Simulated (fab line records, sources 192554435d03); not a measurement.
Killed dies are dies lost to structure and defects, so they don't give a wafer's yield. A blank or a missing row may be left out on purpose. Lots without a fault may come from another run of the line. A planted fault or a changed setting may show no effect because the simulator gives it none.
Split-lot experiment | flow n5_finfet | 7 lots, 21 wafers read, on a route of 1938 steps

THE SPLIT
At N5_FIN_CUT_ETCH_21 (etches SOC in N2/H2, target depth 219 nm, overetch 43.8 nm, time 523.5 s), the setting time_s was moved away from the recipe's 523.5 s on 8 of the 21 wafers read, by +12.6% to +22.4%. The other wafers ran this setting at the recipe's value.

FROM THE SPLIT TO THE READING: what the file shows between them, 4 steps
- N5_FIN_CUT_CUT_ETCH_26: etches SiNx in CH3F/O2, target depth 39 nm, time 55.7 s (also split here: source_w)
- N5_FIN_CUT_CUT_ETCH_27: etches SiO2 in CHF3/O2, target depth 4 nm, overetch 2 nm, time 4.9 s
- N5_FIN_CUT_PRECLEAN_35: cleans in vHF, time 13.3 s
- N5_FIN_CUT_CUT_ETCH_15: etches Si in HBr/Cl2/O2, target depth 100 nm, bt time 10 s, time 42.4 s

THE READING
FIN_CUT.cd_offset_nm (the simulator's own value, which no gauge read), in nm, at N5_FIN_CUT_CUT_ETCH_28 (etches Si in HBr/Cl2/O2, target depth 6 nm, time 2.4 s). The file gives no usual value for it. The 13 wafers here that ran the recipe average -0.3 nm, standard deviation 0.43 nm.

wafer  | tool, chamber at the split | time_s as run, s | against the recipe | FIN_CUT.cd_offset_nm, nm | against lot-mates on the recipe
L074.2 | rie_diel-05, 3             | 630.4            | +20.4%             | 1.6                      | +1.5
L074.5 | rie_diel-05, 2             | 523.5            | recipe             | 0.6                      | -
L074.6 | rie_diel-05, 1             | 523.5            | recipe             | -0.4                     | -
L076.2 | rie_diel-05, 1             | 523.5            | recipe             | -0.8                     | -
L076.5 | rie_diel-05, 1             | 523.5            | recipe             | -0.8                     | -
L076.3 | rie_diel-05, 2             | 640.9            | +22.4%             | 1.6                      | +2.4
L082.1 | rie_diel-03, 3             | 612.4            | +17.0%             | 1.2                      | +0.8
L082.3 | rie_diel-03, 2             | 612.4            | +17.0%             | 1.4                      | +1.0
L082.6 | rie_diel-03, 1             | 523.5            | recipe             | 0.4                      | -
L083.1 | rie_diel-03, 0             | 523.5            | recipe             | -0.4                     | -
L083.6 | rie_diel-03, 2             | 523.5            | recipe             | -0.4                     | -
L083.2 | rie_diel-03, 2             | 523.5            | recipe             | 0                        | -
L084.1 | rie_diel-05, 0             | 523.5            | recipe             | -0.8                     | -
L084.5 | rie_diel-05, 3             | 523.5            | recipe             | -0.4                     | -
L084.6 | rie_diel-05, 0             | 523.5            | recipe             | -0.6                     | -
L085.2 | rie_diel-05, 2             | 523.5            | recipe             | 0                        | -
L085.3 | rie_diel-05, 3             | 589.2            | +12.6%             | 0.6                      | +0.6
L085.6 | rie_diel-05, 2             | 589.2            | +12.6%             | 0.8                      | +0.8
L086.1 | rie_diel-06, 1             | 592              | +13.1%             | 1                        | +1.4
L086.2 | rie_diel-06, 3             | 592              | +13.1%             | 0                        | +0.4
L086.3 | rie_diel-06, 2             | 523.5            | recipe             | -0.4                     | -

THE FIT
A straight line over all 21 wafers: FIN_CUT.cd_offset_nm changes by +0.0858 nm for each +1% of time_s; r = +0.87; the points scatter about the line by 0.41 nm.
The same after taking each lot's own level away (the mean of its wafers on the recipe; 21 wafers): +0.0742 nm for each +1%; r = +0.88; scatter 0.33 nm.
On that fit, the largest move of time_s shifts the reading by 1.7 nm.
The lots' own levels span -0.80 to 0.40 nm, that is 2.8 times the standard deviation above.
So the lot-to-lot level changes the slope: the two fits differ.
Check: with one of the wafers moved furthest among these (+22.4%) left out of the fit, the line predicts +1.39 nm for it against its lot-mates. It came out at +2.4 nm against them.

OTHER SPLITS ON THESE WAFERS
These wafers also went through other splits before the reading. Each is held against what the fit with the lots' levels taken away leaves over:
other split on the same wafers          | wafers away from the commonest value | r with FIN_CUT.cd_offset_nm (lot level and that fit taken away)
N5_ZERO_LAYER_EXPOSE_08 dose_mj         | 9                                    | +0.05
N5_ZERO_LAYER_DEVELOP_10 develop_time_s | 2                                    | +0.03
N5_WELL_APT_PEB_06 peb_temp_c           | 13                                   | -0.35
N5_WELL_APT_DEVELOP_07 develop_time_s   | 8                                    | -0.02
N5_FIN_CUT_CUT_ETCH_26 source_w         | 8                                    | +0.13

THE WHOLE CHAIN: every reading that the file lists as answering this split, in the file's order
step                   | what it does                                                             | reading                                                                          | change (the file's fit)                | r (the file's)
N5_FIN_CUT_ETCH_21     | etches SOC in N2/H2, target depth 219 nm, overetch 43.8 nm, time 523.5 s | SiARC_of_FIN_CUT_COAT_19.thk_nm (the simulator's own value, which no gauge read) | -0.0904 nm for each +1% of the setting | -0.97
N5_FIN_CUT_ETCH_21     | etches SOC in N2/H2, target depth 219 nm, overetch 43.8 nm, time 523.5 s | FIN_CUT.cd_offset_nm (the simulator's own value, which no gauge read)            | +0.0792 nm for each +1% of the setting | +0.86
N5_FIN_CUT_CUT_ETCH_27 | etches SiO2 in CHF3/O2, target depth 4 nm, overetch 2 nm, time 4.9 s     | FIN_CUT.cd_offset_nm (the simulator's own value, which no gauge read)            | +0.0752 nm for each +1% of the setting | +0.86
N5_FIN_CUT_CUT_ETCH_15 | etches Si in HBr/Cl2/O2, target depth 100 nm, bt time 10 s, time 42.4 s  | FIN_CUT.cd_offset_nm (the simulator's own value, which no gauge read)            | +0.0769 nm for each +1% of the setting | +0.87
N5_FIN_CUT_CUT_ETCH_28 | etches Si in HBr/Cl2/O2, target depth 6 nm, time 2.4 s                   | FIN_CUT.cd_offset_nm (the simulator's own value, which no gauge read)            | +0.0783 nm for each +1% of the setting | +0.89

THE FILE'S OWN FIT
FIN_CUT.cd_offset_nm changes by +0.0783 nm for each +1% of time_s, r = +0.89.
